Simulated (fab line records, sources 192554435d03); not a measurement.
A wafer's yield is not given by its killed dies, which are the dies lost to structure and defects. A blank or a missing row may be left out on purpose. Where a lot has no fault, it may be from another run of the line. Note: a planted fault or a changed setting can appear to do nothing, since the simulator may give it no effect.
fab line records	flow n5_finfet
[record] lots = 5	wafers = 15	last_day = 18
route steps=1938 shown PASSIVATION@1900
lots that met no fault: from a run of the same line without faults
start_h: the number of hours between the record's first day and the start of the first shown wafer of the lot	wait_h: hours elapsed since this lot's preceding step	" the same as in the row above	L1.1+2: a single row standing in for several wafers	- no value, or no start was given	* or withheld: withheld	< > ~ a bound
route shown NAME@n: a module of which the file shows steps, and the number in the route of the first	usual: mean/standard deviation of fault-free wafers	same: alike in all rows	chamber/n: place in a boat	sites: the reading at each site	_std_site: standard deviation of those values	_edge_site: mean of outer sites minus mean of inner sites	radius_mm: for every site, how far away it sits from the centre of the wafer	mask NAME#n: copy n	behind: the most recent tool/chamber to have shaped the wafer	hold: why the lot went on hold/how many hours it stayed there/how the hold came to an end	device: the transistor (n, p or np) that didn't switch	end of line: at the end of the route, the tests of the same wafers	a step given without rows: its recipe and nothing more	killed: not the wafer's yield, but the dies lost to structure and defects at the first sort	map: the dies of a wafer, with x for killed, . for not killed, _ for no die there
set.NAME: setting as actually run; set.NAME@STEP: the setting as run at that earlier step	model.NAME: the simulator's own value behind a step, which no gauge read
certain route steps with their lots: each step a table, each wafer a row
services: when a tool's chamber went out of use (start_h, in hours from the record's first day, below 0 if earlier), for how many hours, and the reason
[[steps]]
[step N5_PASSIVATION_SOFTBAKE_25]
[recipe] temp_c = 100	time_s = 90
[step N5_PASSIVATION_EXPOSE_27]
[recipe] mask_id = PAD	na = 0.55	source_shape = conventional	sigma_outer = 0.8	polarization = unpolarized	defocus_nm = 0	dose_mj = 32.3
[step N5_PASSIVATION_PEB_28]
[recipe] peb_temp_c = withheld	peb_time_s = *
[step N5_PASSIVATION_DEVELOP_29]
[recipe] develop_time_s = 60	rinse_liquid = diw	dry = air_spin	dev_temp_c = 21
[step N5_PASSIVATION_HARDBAKE_31]
[recipe] temp_c = 130	time_s = 120
[step N5_PASSIVATION_CD_MEAS_30]
[recipe] target_cd_nm = 4000	landing_energy_ev = 500	detector = se_inlens	polarity = opening
[usual] cd_nm = 3999.9/2.1
lot.wafer	tool	chamber	start_h	wait_h	cd_nm
L302.3	cd_sem-03	0	376.34	-	3997.6
L302.4	"	0	"	"	4000.8
L302.5	"	0	"	"	3997.4
L303.2	cd_sem-01	0	390.00	-	3999.6
L303.5	"	0	"	"	4001.5
L303.6	"	0	"	"	4003.0
L307.1	cd_sem-03	0	409.17	-	3996.6
L307.3	"	0	"	"	4001.4
L307.6	"	0	"	"	3998.6
L297.1	cd_sem-01	0	412.71	-	4001.9
L297.2	"	0	"	"	4002.6
L297.5	"	0	"	"	4000.5
L311.1	cd_sem-03	0	419.54	-	4001.8
L311.3	"	0	"	"	3997.9
L311.5	"	0	"	"	3999.8
[step N5_PASSIVATION_OVL_MEAS_63]
[recipe] points_per_wafer = 44
[usual] PAD_OVL = -4/5.8
lot.wafer	tool	chamber	start_h	wait_h	PAD_OVL[nm]
L302.3	overlay-02	0	376.37	0.0	-12
L302.4	"	0	"	"	-9
L302.5	"	0	"	"	-10
L303.2	overlay-01	0	390.03	0.0	-10
L303.5	"	0	"	"	-5
L303.6	"	0	"	"	-11
L307.1	overlay-02	0	409.20	0.0	3
L307.3	"	0	"	"	3
L307.6	"	0	"	"	10
L297.1	overlay-02	0	412.74	0.0	-2
L297.2	"	0	"	"	-3
L297.5	"	0	"	"	6
L311.1	overlay-02	0	419.57	0.0	-13
L311.3	"	0	"	"	-13
L311.5	"	0	"	"	-12
[step N5_PASSIVATION_INSPECT_64]
[recipe] mode = adi	inspect_instrument = macro
[usual] raw_defect_count = 2.2/1.5
lot.wafer	tool	chamber	start_h	wait_h	raw_defect_count
L302.3	defect_inspect-02	-	376.39	0.0	1
L302.4	"	-	"	"	1
L302.5	"	-	"	"	4
L303.2	defect_inspect-02	-	390.06	0.0	0
L303.5	"	-	"	"	1
L303.6	"	-	"	"	2
L307.1	defect_inspect-02	-	409.23	0.0	3
L307.3	"	-	"	"	1
L307.6	"	-	"	"	1
L297.1	defect_inspect-02	-	412.76	0.0	2
L297.2	"	-	"	"	0
L297.5	"	-	"	"	3
L311.1	defect_inspect-01	-	419.59	0.0	1
L311.3	"	-	"	"	3
L311.5	"	-	"	"	2
[step N5_PASSIVATION_DESCUM_32]
[recipe] chemistry = O2	time_s = 7.9	source_power_w = 50	bias_power_w = 20	pressure_mtorr = 20	rf_frequency_hz = 2.712e+07	temp_c = 40	o2_flow_sccm = 225
[usual] drypump_motor_current_A = 5.9/0.48	oes_product_au = 0.81/0.066	rf_vpp_V = 242.9/1.2	showerhead_plenum_p_Torr = 2.08/0.063	throttle_valve_pct = 20.38/0.19
lot.wafer	tool	chamber	start_h	wait_h	drypump_motor_current_A	oes_product_au	rf_hours_counter_h	rf_vpp_V	showerhead_plenum_p_Torr	throttle_valve_pct
L302.3	rie_diel-05	0	376.43	0.0	5.4	0.78	111	243.2	2.08	20.24
L302.4	"	3	"	"	5.6	0.82	-	242.1	2.04	20.11
L302.5	"	1	"	"	6.2	0.86	-	242.0	2.03	20.30
L303.2	rie_diel-01	1	390.09	0.0	6.4	0.78	115	243.1	2.03	20.18
L303.5	"	2	"	"	5.4	0.93	-	244.4	2.13	20.28
L303.6	"	3	"	"	5.1	0.70	-	239.7	1.89	20.34
L307.1	rie_diel-05	3	409.26	0.0	5.6	0.81	75	240.7	2.03	20.15
L307.3	"	2	"	"	5.6	0.94	6	245.0	2.16	20.32
L307.6	"	2	"	"	5.6	0.93	-	243.7	2.16	20.33
L297.1	rie_diel-01	2	413.06	0.3	5.4	0.92	31	244.8	2.12	20.29
L297.2	"	0	"	"	6.2	0.71	227	243.1	1.98	20.69
L297.5	"	2	"	"	5.4	0.91	-	243.8	2.12	20.28
L311.1	rie_diel-05	1	419.63	0.0	6.2	0.83	92	243.8	2.02	20.32
L311.3	"	2	"	"	5.6	0.91	11	243.2	2.15	20.33
L311.5	"	0	"	"	5.4	0.76	-	243.9	2.08	20.29
[step N5_PASSIVATION_AL_ETCH_33]
[recipe] chemistry = Cl2/BCl3	target_depth_a = 28000	over_etch_frac = 0.15	Cl2_flow_sccm = 180	bcl3_flow_sccm = 60	target = Al	stop_on = TaN	time_s = 466.7	ion_energy_ev = 100	pressure_mtorr = 10	icp_w = 900	bias_w = 100
[step N5_PASSIVATION_ETCH_59]
[recipe] chemistry = Cl2/BCl3	target = TaN	target_depth_a = 650	time_s = 34.9	ion_energy_ev = 100	pressure_mtorr = 10	icp_w = 900	bias_w = 100	Cl2_flow_sccm = 60	bcl3_flow_sccm = 30
[step N5_PASSIVATION_STRIP_34]
[recipe] chemistry = O2	power_w = 600	temp_c = 60	pressure_mtorr = 30	rf_frequency_hz = 6e+07	bias_power_w = 0	overash_fraction = 2	o2_flow_sccm = 225
[usual] drypump_motor_current_A = 5.9/0.49	oes_product_au = 0.80/0.08	rf_vpp_V = 3.7/1.4	showerhead_plenum_p_Torr = 2.06/0.073	throttle_valve_pct = 16.62/0.2
lot.wafer	tool	chamber	start_h	wait_h	drypump_motor_current_A	oes_product_au	rf_hours_counter_h	rf_vpp_V	showerhead_plenum_p_Torr	throttle_valve_pct
L302.3	rie_diel-01	2	377.03	0.1	5.4	0.99	16	1.4	2.13	16.41
L302.4	"	3	"	"	5.2	0.69	230	8.5	1.90	16.67
L302.5	"	2	"	"	5.5	0.93	-	2.0	2.13	16.44
L303.2	rie_diel-03	1	390.69	0.1	6.5	0.78	101	2.9	2.12	16.57
L303.5	"	2	"	"	6.7	0.77	-	1.9	2.10	16.85
L303.6	"	1	"	"	6.5	0.78	-	4.4	2.12	16.53
L307.1	rie_diel-03	1	409.87	0.1	6.4	0.79	108	2.8	2.11	16.56
L307.3	"	3	"	"	5.6	0.83	45	2.1	2.14	16.78
L307.6	"	3	"	"	5.6	0.85	-	3.0	2.14	16.92
L297.1	rie_diel-01	3	413.72	0.1	5.1	0.68	245	2.7	1.89	16.64
L297.2	"	0	"	"	6.2	0.71	227	5.3	1.99	16.97
L297.5	"	2	"	"	5.4	0.91	-	4.1	2.13	16.49
L311.1	rie_diel-05	2	420.23	0.1	5.6	0.89	11	2.3	2.16	16.51
L311.3	"	3	"	"	5.6	0.80	79	5.3	2.04	16.38
L311.5	"	2	"	"	5.6	0.94	-	0.9	2.16	16.51
[step N5_PASSIVATION_STRIP_51]
[recipe] chemistry = post_etch_residue_remover	time_s = 1200	temp_c = 72.5
lot.wafer	tool	chamber	start_h	wait_h
L302.3+4+5	wet_bench-01	5,1,7	377.10	-
L303.2+5+6	wet_bench-03	5,3,6	390.76	-
L307.1+3+6	wet_bench-03	6,4,7	409.94	-
L297.1+2+5	wet_bench-05	2,6,5	413.79	-
L311.1+3+5	wet_bench-01	4,3,0	420.30	-
[step N5_PASSIVATION_CLEAN_69]
[recipe] chemistry = IPA	time_s = 180	temp_c = 25
[step N5_PASSIVATION_SRD_70]
[recipe] dry = ipa_marangoni	time_s = 30	temp_c = 23	rinse_liquid = diw
[step N5_PASSIVATION_PECVD_53]
[recipe] material = SiO2	target_thk_a = 8000	temp_c = 400	precursor = TEOS/O2	pressure_torr = 6.5	rf_w = withheld	teos_flow_sccm = withheld	gas = O2	flow_sccm = 2650	time_s = 169.4
[step N5_PASSIVATION_PECVD_35]
[recipe] material = SiNx	target_thk_a = 7000	temp_c = 400	precursor = SiH4/NH3/N2	pressure_torr = 4.9	rf_w = 1406	time_s = 151.3
[step N5_PASSIVATION_HMDS_37]
[recipe] time_s = 60	temp_c = 120
[step N5_PASSIVATION_COAT_38]
[recipe] spin_rpm = 3000	resist_thk_nm = withheld
[step N5_PASSIVATION_EBR_40]
[recipe] solvent = PGMEA	ebr_width_mm = 1.5
[step N5_PASSIVATION_SOFTBAKE_39]
[recipe] temp_c = 110	time_s = 120
[step N5_PASSIVATION_EXPOSE_41]
[recipe] mask_id = PASS_OPEN	na = 0.55	defocus_nm = 0	source_shape = conventional	sigma_outer = 0.8	polarization = unpolarized	target_cd_nm = 40000	dose_mj = 57.25
[step N5_PASSIVATION_PEB_42]
[recipe] peb_temp_c = withheld	peb_time_s = *
[step N5_PASSIVATION_DEVELOP_43]
[recipe] develop_time_s = 60	rinse_liquid = diw	dry = air_spin	dev_temp_c = 21
[step N5_PASSIVATION_HARDBAKE_45]
[recipe] temp_c = 130	time_s = 120
[step N5_PASSIVATION_CD_MEAS_44]
[recipe] target_cd_nm = 40000	landing_energy_ev = 500	detector = se_inlens
[usual] cd_nm = 40001/4.3
lot.wafer	tool	chamber	start_h	wait_h	cd_nm
L302.3	cd_sem-01	0	378.20	-	40000
L302.4	"	0	"	"	40005
L302.5	"	0	"	"	40000
L303.2	cd_sem-03	0	391.99	-	39998
L303.5	"	0	"	"	39999
L303.6	"	0	"	"	39993
L307.1	cd_sem-02	0	411.04	-	39994
L307.3	"	0	"	"	39989
L307.6	"	0	"	"	39994
L297.1	cd_sem-02	0	414.89	-	40007
L297.2	"	0	"	"	40005
L297.5	"	0	"	"	40004
L311.1	cd_sem-01	0	421.28	-	40003
L311.3	"	0	"	"	40005
L311.5	"	0	"	"	39998
[step N5_PASSIVATION_OVL_MEAS_66]
[recipe] points_per_wafer = 44
[usual] PASS_OPEN_OVL = 2/5.6
lot.wafer	tool	chamber	start_h	wait_h	PASS_OPEN_OVL[nm]
L302.3	overlay-01	0	378.23	0.0	-6
L302.4	"	0	"	"	4
L302.5	"	0	"	"	4
L303.2	overlay-02	0	392.02	0.0	6
L303.5	"	0	"	"	-4
L303.6	"	0	"	"	10
L307.1	overlay-02	0	411.07	0.0	2
L307.3	"	0	"	"	8
L307.6	"	0	"	"	8
L297.1	overlay-02	0	414.92	0.0	9
L297.2	"	0	"	"	13
L297.5	"	0	"	"	6
L311.1	overlay-01	0	421.31	0.0	-2
L311.3	"	0	"	"	-8
L311.5	"	0	"	"	-1
[step N5_PASSIVATION_DESCUM_46]
[recipe] chemistry = O2	time_s = 7.9	source_power_w = 50	bias_power_w = 20	pressure_mtorr = 20	rf_frequency_hz = 2.712e+07	temp_c = 40	o2_flow_sccm = 225
[usual] drypump_motor_current_A = 6.0/0.49	oes_product_au = 0.80/0.07	rf_vpp_V = 242.8/1.3	showerhead_plenum_p_Torr = 2.07/0.07	throttle_valve_pct = 20.41/0.2
lot.wafer	tool	chamber	start_h	wait_h	drypump_motor_current_A	oes_product_au	rf_hours_counter_h	rf_vpp_V	showerhead_plenum_p_Torr	throttle_valve_pct
L302.3	rie_diel-03	3	378.70	0.4	5.6	0.88	34	243.5	2.14	20.64
L302.4	"	2	"	"	6.7	0.78	115	242.4	2.10	20.61
L302.5	"	1	"	"	6.5	0.78	-	242.4	2.11	20.28
L303.2	rie_diel-03	2	392.07	0.0	6.7	0.77	120	242.7	2.10	20.62
L303.5	"	2	"	"	6.7	0.77	-	242.8	2.10	20.62
L303.6	"	1	"	"	6.5	0.78	-	242.4	2.11	20.29
L307.1	rie_diel-01	1	411.19	0.1	6.5	0.77	123	243.6	2.02	20.20
L307.3	"	3	"	"	5.1	0.69	244	239.9	1.89	20.34
L307.6	"	1	"	"	6.5	0.78	-	240.5	2.02	20.23
L297.1	rie_diel-01	1	415.30	0.4	6.4	0.76	125	242.1	2.02	20.21
L297.2	"	3	"	"	5.1	0.69	245	241.2	1.89	20.34
L297.5	"	1	"	"	6.4	0.76	-	241.2	2.02	20.20
L311.1	rie_diel-03	0	421.37	0.0	6.0	0.77	142	242.1	1.99	20.49
L311.3	"	3	"	"	5.6	0.86	50	243.8	2.13	20.65
L311.5	"	0	"	"	6.0	0.77	-	242.4	1.99	20.48
[step N5_PASSIVATION_PASS_ETCH_47]
[recipe] chemistry = CF4/O2	target = SiNx	target_depth_a = 7700	time_s = 385	ion_energy_ev = 100	pressure_mtorr = 40	source_w = 535	bias_w = 49	Ar_flow_sccm = 100	cf4_flow_sccm = 100	O2_flow_sccm = 10
[usual] O2_flow_sccm = 10.00/0.032	drypump_motor_current_A = 5.9/0.49	oes_ar_750_au = 0.80/0.067	oes_o_777_au = 0.80/0.068	oes_product_au = 0.80/0.068	rf_vpp_V = 239/4.9	showerhead_plenum_p_Torr = 2.18/0.07	throttle_valve_pct = 15.88/0.2
lot.wafer	tool	chamber	start_h	wait_h	O2_flow_sccm	drypump_motor_current_A	oes_ar_750_au	oes_o_777_au	oes_product_au	rf_hours_counter_h	rf_vpp_V	showerhead_plenum_p_Torr	throttle_valve_pct
L302.3	rie_diel-03	3	378.73	0.0	10.03	5.6	0.89	0.89	0.89	34	247	2.25	16.01
L302.4	"	2	"	"	9.97	6.7	0.80	0.79	0.78	115	233	2.22	16.09
L302.5	"	1	"	"	10.01	6.5	0.81	0.80	0.79	-	235	2.22	15.72
L303.2	rie_diel-03	2	392.11	0.0	10.03	6.7	0.80	0.77	0.78	120	234	2.22	16.12
L303.5	"	2	"	"	10.01	6.7	0.80	0.78	0.77	-	232	2.22	16.10
L303.6	"	1	"	"	10.00	6.5	0.80	0.80	0.80	-	237	2.22	15.74
L307.1	rie_diel-01	1	411.22	0.0	10.02	6.4	0.76	0.76	0.76	123	235	2.13	15.65
L307.3	"	3	"	"	10.01	5.1	0.71	0.71	0.69	244	238	1.99	15.85
L307.6	"	1	"	"	9.98	6.5	0.76	0.76	0.75	-	234	2.13	15.66
L297.1	rie_diel-01	1	415.34	0.0	9.98	6.5	0.75	0.75	0.75	126	233	2.13	15.66
L297.2	"	3	"	"	9.95	5.2	0.71	0.71	0.70	245	238	1.99	15.87
L297.5	"	1	"	"	9.97	6.4	0.76	0.75	0.75	-	235	2.13	15.64
L311.1	rie_diel-03	0	421.40	0.0	9.95	6.0	0.76	0.74	0.76	142	240	2.13	16.02
L311.3	"	3	"	"	10.00	5.6	0.87	0.85	0.85	50	248	2.24	16.05
L311.5	"	0	"	"	9.93	6.0	0.76	0.74	0.76	-	241	2.13	16.02
[step N5_PASSIVATION_ETCH_54]
[recipe] chemistry = CHF3/O2	target = SiO2	target_depth_a = 8800	CHF3_flow_sccm = 50	O2_flow_sccm = 5	Ar_flow_sccm = 200	time_s = 440	mask_material = PR	pressure_mtorr = 30	source_w = 650	bias_w = 170	ion_energy_ev = 200
[usual] O2_flow_sccm = 5.000/0.014	drypump_motor_current_A = 6.0/0.49	oes_ar_750_au = 0.80/0.065	oes_o_777_au = 0.79/0.065	oes_product_au = 0.80/0.068	rf_vpp_V = 519/10	showerhead_plenum_p_Torr = 2.39/0.079	throttle_valve_pct = 18.82/0.21
lot.wafer	tool	chamber	start_h	wait_h	O2_flow_sccm	drypump_motor_current_A	oes_ar_750_au	oes_o_777_au	oes_product_au	rf_hours_counter_h	rf_vpp_V	showerhead_plenum_p_Torr	throttle_valve_pct
L302.3	rie_diel-03	3	378.96	0.1	4.996	5.6	0.89	0.88	0.88	34	538	2.46	19.02
L302.4	"	2	"	"	5.026	6.7	0.79	0.78	0.78	115	507	2.44	19.11
L302.5	"	1	"	"	4.999	6.5	0.80	0.80	0.79	-	512	2.43	18.69
L303.2	rie_diel-03	2	392.34	0.1	4.994	6.7	0.78	0.78	0.77	120	508	2.44	19.11
L303.5	"	2	"	"	5.025	6.7	0.78	0.78	0.77	-	508	2.44	19.12
L303.6	"	1	"	"	4.994	6.5	0.79	0.79	0.79	-	513	2.43	18.71
L307.1	rie_diel-01	1	411.45	0.1	5.000	6.4	0.76	0.76	0.75	123	510	2.33	18.55
L307.3	"	3	"	"	5.032	5.1	0.70	0.71	0.70	244	519	2.18	18.71
L307.6	"	1	"	"	5.017	6.4	0.76	0.75	0.76	-	510	2.33	18.56
L297.1	rie_diel-01	1	415.57	0.1	5.033	6.5	0.76	0.75	0.76	126	510	2.33	18.53
L297.2	"	3	"	"	4.989	5.1	0.71	0.70	0.70	245	518	2.18	18.73
L297.5	"	1	"	"	5.002	6.5	0.75	0.75	0.75	-	510	2.33	18.54
L311.1	rie_diel-03	0	421.63	0.1	5.010	6.0	0.77	0.76	0.76	142	520	2.32	18.97
L311.3	"	3	"	"	4.983	5.6	0.86	0.86	0.86	50	537	2.46	19.04
L311.5	"	0	"	"	4.998	6.0	0.76	0.74	0.77	-	520	2.32	18.95
[step N5_PASSIVATION_STRIP_48]
[recipe] chemistry = O2	power_w = 600	temp_c = 60	pressure_mtorr = 30	rf_frequency_hz = 6e+07	bias_power_w = 0	overash_fraction = 0.5	o2_flow_sccm = 225
[step N5_PASSIVATION_STRIP_52]
[recipe] chemistry = post_etch_residue_remover	time_s = 1200	temp_c = 72.5
[step N5_PASSIVATION_CLEAN_71]
[recipe] chemistry = IPA	time_s = 180	temp_c = 25
[step N5_PASSIVATION_SRD_72]
[recipe] dry = ipa_marangoni	time_s = 30	temp_c = 23	rinse_liquid = diw
[step N5_PASSIVATION_ANNEAL_56]
[recipe] temp_c = 400	time_s = 1800	ambient = FGA	idle_temp_c = 300	ramp_up_c_per_min = 5	ramp_down_c_per_min = 3
[step N5_PASSIVATION_PROBE_49]
[usual] defect_limited_yield = 90.9/1.4	killed_at_M0_to_M3 = 38/11	killed_at_M4_up = 13/5.9	killed_at_contacts = 14/6.4	killed_at_front_end = 38/11	killed_at_other = 3.3/2.5	killed_dies = 107/16	killed_open = 70/12	killed_short = 35/7.7	sort_bin_5_function = 5.3/0.94	sort_bin_6_memory = 3.5/0.7	sort_n_pass = 1073/16	sort_yield_pct = 90.9/1.4
[same] gross_dies = 1180	killed_at_back_side = 0	sort_bin_4_leakage[%] = 0	sort_bin_8_speed[%] = 0
lot.wafer	tool	chamber	start_h	wait_h	defect_limited_yield[%]	killed_at_M0_to_M3	killed_at_M4_up	killed_at_contacts	killed_at_front_end	killed_at_other	killed_dies	killed_open	killed_short	sort_bin_5_function[%]	sort_bin_6_memory[%]	sort_n_pass	sort_yield_pct[%]
L311.3	prober-02	-	424.51	0.1	80.7	69	17	32	21	89	228	99	41	12.8	4.7	952	80.7
// killed by level:class
L311.3 PASSIVATION:unspecified=88 MOL_CONTACT_COAG:geometric_particle:open=26 BEOL_M3:geometric_particle:open=23 BEOL_M0_SAQP:geometric_particle:open=14 STI_FIN_REVEAL:geometric_particle:open=8 BEOL_M0_SAQP:geometric_particle:short=8 BEOL_M2:geometric_particle:open=7 MOL_CONTACT_COAG:geometric_particle:short=6
// map L311.3 (x killed, . not)
_________________.x.......xxx________________
______________.x.......x........_____________
___________xx.........x............__________
__________x..x.x....x....x......x..._________
________....x...x.......x.x........x.x_______
_______......x..x...xx........x........______
______............x.x..............x..x._____
_____x.x......x...x.............x.....x..____
____.............x.....x.x.x..xxx.....x...___
___x...........x.......x.x...xx............__
___..........x.............xxxxx..........x__
__........................x.x.x.xxxx.x......_
__............x.........xxx.xxxxxxx........x_
_..x........x...x..x......xxxxxxxxxxx...x....
_..................x..x..xxxxxxxxxx.x..xx.xx.
_..........x..........x.x.xxxxxx.xxx..xx..x..
_.............x........xxxxxxxxxxxx.x.x......
_x..x..................x.xxxxxxxxxx.x........
_....xx......x.x..x......xx.xxxxxx.x.....x.xx
_........x.......x......x..xxx.x.xx..........
_....xx....................x.................
__.....x.........x.....x..................xx_
__........x.......x........x....x..........._
___..............x...xx....xx..........x...__
___....x......................x.x..........__
____.......x...........x..x...x...........___
_____.x......x....x..x...x...x....x......____
______..............x..................._____
_______..............x.................______
________x................x.x.........._______
__________.x...x..............x..x.._________
___________.x...x.......x.x...x....__________
______________x................._____________
_________________..........x.________________
// map L302.3 (x killed, . not)
_________________....x......x________________
______________.x..x............._____________
___________........................__________
__________.......x......x..........._________
________x....x...x......x.x.x..x.....x_______
_______....x...x..................x....______
______.xx..x.................x.x....xxx._____
_____x....................x.......x......____
____.x.....x...............x..x........x..___
___..........x..............x..........x...__
___....x.........x....x.....x.x....x..x....__
__.....x...x.x..x.............x............._
__.x.x.x.....x.........x.x............x..x.._
_...x........x..............x............xx..
_...............................x...x........
_..........x.....x.......x.................x.
_................................x.x.......x.
_..............x.....xx.x............x.......
_........x......x.............x.......x......
_....................................x......x
_......x..................x.x....x...........
__...........x..x........x.................._
__............x.x.x...x..x....x......x...x.._
___..........x.................x...........__
___.x.x..........x.........................__
____.x......xx.............x..xx...x......___
_____.......x..x......x..........x.......____
______...x.............................._____
_______......xx...x.....x............x.______
________........................x..x.._______
__________......x..................x_________
___________x..........x............__________
______________.................._____________
_________________.....x......________________
[[services]]
tool	chamber	start_h	hours	kind
rie_diel-05	2	372.64	-	clean
rie_diel-05	2	372.64	-	consumable_replace:focus_ring
rie_diel-05	2	372.64	15.4	scheduled_down
rie_diel-05	2	372.64	15.4	vent_cycle
rie_diel-05	3	395.52	5.8	repair
[[key]]
[first_sign] step = N5_PASSIVATION_PROBE_49	reading = killed_at_other	direction = up	sigmas = 34	usual = 3.3	struck = 89
[effect] step = N5_PASSIVATION_PROBE_49	reading = defect_limited_yield	direction = down	sigmas = 7.4	usual = 90.9	struck = 80.7
[more_kills_born_at] N5_PASSIVATION_STRIP_51@wet_bench-01 = 88
met_at N5_PASSIVATION_STRIP_51
struck_wafers L311.3
[fault] kind = chamber_particle_source	tool = wet_bench-01	chamber = 3	onset_h = 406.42	steps = N5_PASSIVATION_STRIP_51	rate_per_visit_cm2 = 0.39611	end_h = 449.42
